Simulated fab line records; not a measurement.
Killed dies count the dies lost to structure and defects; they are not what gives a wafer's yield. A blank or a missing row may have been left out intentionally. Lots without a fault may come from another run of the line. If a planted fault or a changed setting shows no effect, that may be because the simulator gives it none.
Split-lot experiment    flow n5-finfet    21 wafers read across 7 lots, on a route 1938 steps long

ON THE SPLIT
At N5_MOL_CONTACT_COAG_ETCH_91 (etches SOC in N2/H2, target depth 60 nm, overetch 21 nm, time 101.2 s), the setting time-s was moved away from the recipe's 101.2 s on 6 of the 21 wafers read, by -11.4% to +16.9%. All remaining wafers had this setting at the recipe value.

The split's own step is where the reading is taken.

THE READING
SiARC_of_MOL_CONTACT_COAG_COAT_76.thk-nm (the simulator's own value, which no gauge read), in nm, at N5_MOL_CONTACT_COAG_ETCH_91 (etches SOC in N2/H2, target depth 60 nm, overetch 21 nm, time 101.2 s). The file does not state a usual value for it. Here, 15 wafers ran the recipe; their average is 5.8 nm with a standard deviation of 0.11 nm.

wafer   tool, chamber at the split  time-s as run, s  against the recipe  SiARC_of_MOL_CONTACT_COAG_COAT_76.thk-nm, nm  against lot-mates on the recipe
L080.1  rie-diel-04, 0              89.69             -11.4%              6.4                                           +0.6
L080.2  rie-diel-04, 3,2            101.2             recipe              5.8                                           -
L080.3  rie-diel-04, 3,2            101.2             recipe              5.8                                           -
L082.2  rie-diel-05, 1              101.2             recipe              6                                             -
L082.3  rie-diel-05, 2,0            101.2             recipe              5.8                                           -
L082.6  rie-diel-05, 2,0            101.2             recipe              5.8                                           -
L085.4  rie-diel-04, 0,2            101.2             recipe              5.8                                           -
L085.6  rie-diel-04, 0,2            101.2             recipe              5.8                                           -
L085.5  rie-diel-04, 1              101.2             recipe              6                                             -
L088.1  rie-diel-04, 0              117.4             +16.0%              5                                             -0.8
L088.5  rie-diel-04, 2              117.4             +16.0%              5.2                                           -0.6
L088.6  rie-diel-04, 0              101.2             recipe              5.8                                           -
L094.1  rie-diel-04, 0              118.3             +16.9%              5.2                                           -0.8
L094.2  rie-diel-04, 1              101.2             recipe              6                                             -
L094.5  rie-diel-04, 3              118.3             +16.9%              4.8                                           -1.2
L096.3  rie-diel-05, 0,3,2          101.2             recipe              5.8                                           -
L096.4  rie-diel-05, 0,3,2          101.2             recipe              5.8                                           -
L096.5  rie-diel-05, 0,3,2          101.2             recipe              5.8                                           -
L097.3  rie-diel-01, 1              93.58             -7.5%               6.4                                           +0.6
L097.4  rie-diel-01, 3              101.2             recipe              5.6                                           -
L097.6  rie-diel-01, 1              101.2             recipe              6                                             -
The file does not say which wafer passed through which chamber wherever a row lists several chambers: such a row stands for several wafers.

THE FIT
A straight line over all 21 wafers: SiARC_of_MOL_CONTACT_COAG_COAT_76.thk-nm changes by -0.0499 nm for each +1% of time-s; r = -0.95; the points scatter about the line by 0.13 nm.
The same after taking each lot's own level away (the mean of its wafers on the recipe; 21 wafers): -0.0538 nm for each +1%; r = -0.95; scatter 0.13 nm.
On that fit, the largest move of time-s shifts the reading by 0.91 nm.
The span of the lots' own levels, 5.80 to 6.00 nm, comes to 1.8 times the standard deviation stated above.
The two slopes agree, so the slope changes little with the lot-to-lot level.
Check: for one of the wafers moved furthest among these (+16.9%), held out of the fit, the line's prediction against its lot-mates is -0.921 nm. It came out at -0.8 nm against them.

OTHER SPLITS APPLIED TO THESE WAFERS
Other splits were also applied to these wafers ahead of the reading. Each is held against what the fit with the lots' levels taken away leaves over:
other split on the same wafers         wafers away from the commonest value  r with SiARC_of_MOL_CONTACT_COAG_COAT_76.thk-nm (lot level and that fit taken away)
N5_MOL_CONTACT_COAG_ETCH_105 bias-w    7                                     -0.24
N5_MOL_CONTACT_COAG_EXPOSE_81 dose-mj  12                                    -0.10

FILE'S OWN FIT
SiARC_of_MOL_CONTACT_COAG_COAT_76.thk-nm changes by -0.0542 nm for each +1% of time-s, r = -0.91.
